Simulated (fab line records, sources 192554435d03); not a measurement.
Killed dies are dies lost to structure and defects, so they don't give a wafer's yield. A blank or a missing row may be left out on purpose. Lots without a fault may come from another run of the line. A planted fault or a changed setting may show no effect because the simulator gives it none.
Chamber matching | flow n5_finfet | N5_BEOL_M2_CO_CAP_55 on cvd_co-02: 3 sister chambers
The step material Co, precursor CCTBA/H2, target thk 2 nm, time 102.1 s. 24 wafers are shown with their chamber, then 12 later ones without.

WAFERS WITH THEIR CHAMBER
wafer  | chamber | heater_power_w (W)
L074.1 | 1       | 226
L074.5 | 1       | 230
L074.6 | 0       | 206
L079.1 | 2       | 254
L079.3 | 0       | 199
L079.4 | 1       | 232
L077.1 | 1       | 230
L077.3 | 2       | 259
L077.6 | 1       | 230
L081.2 | 2       | 263
L081.3 | 0       | 200
L081.5 | 2       | 258
L080.3 | 2       | 258
L080.4 | 0       | 199
L080.5 | 1       | 235
L087.1 | 2       | 254
L087.2 | 0       | 200
L087.4 | 0       | 203
L088.1 | 0       | 198
L088.3 | 2       | 263
L088.5 | 1       | 229
L091.2 | 1       | 223
L091.3 | 0       | 195
L091.4 | 0       | 197

SIGNATURES (means of the wafers above)
reading        | chamber 0 | chamber 1 | chamber 2 | scatter within a chamber
heater_power_w | 199.67    | 229.38    | 258.43    | 3.5
Rule: a wafer's distance from a chamber is the root of the sum, over the readings, of the square of ((its reading less the chamber's mean) divided by the reading's scatter). The wafer belongs to the nearest chamber; if the next one is less than 2 further off, it can't be placed. The scatter: the root of (the sum of the squares of (reading less its chamber's mean) over the shown wafers, divided by (wafers less chambers)).

WAFERS WITHOUT THEIR CHAMBER
wafer  | heater_power_w (W)
L092.2 | 235
L092.4 | 202
L092.6 | 259
L095.1 | 234
L095.2 | 200
L095.4 | 236
L096.1 | 235
L096.3 | 202
L096.5 | 200
L097.1 | 202
L097.4 | 260
L097.5 | 237

WHICH CHAMBER EACH WENT THROUGH
wafer  | from the rows above | in truth
L092.2 | 1                   | 1
L092.4 | 0                   | 0
L092.6 | 2                   | 2
L095.1 | 1                   | 1
L095.2 | 0                   | 0
L095.4 | 1                   | 1
L096.1 | 1                   | 1
L096.3 | 0                   | 0
L096.5 | 0                   | 0
L097.1 | 0                   | 0
L097.4 | 2                   | 2
L097.5 | 1                   | 1
Placed correctly: 12 of 12. Can't be placed from these rows: 0. Placed wrongly: 0.
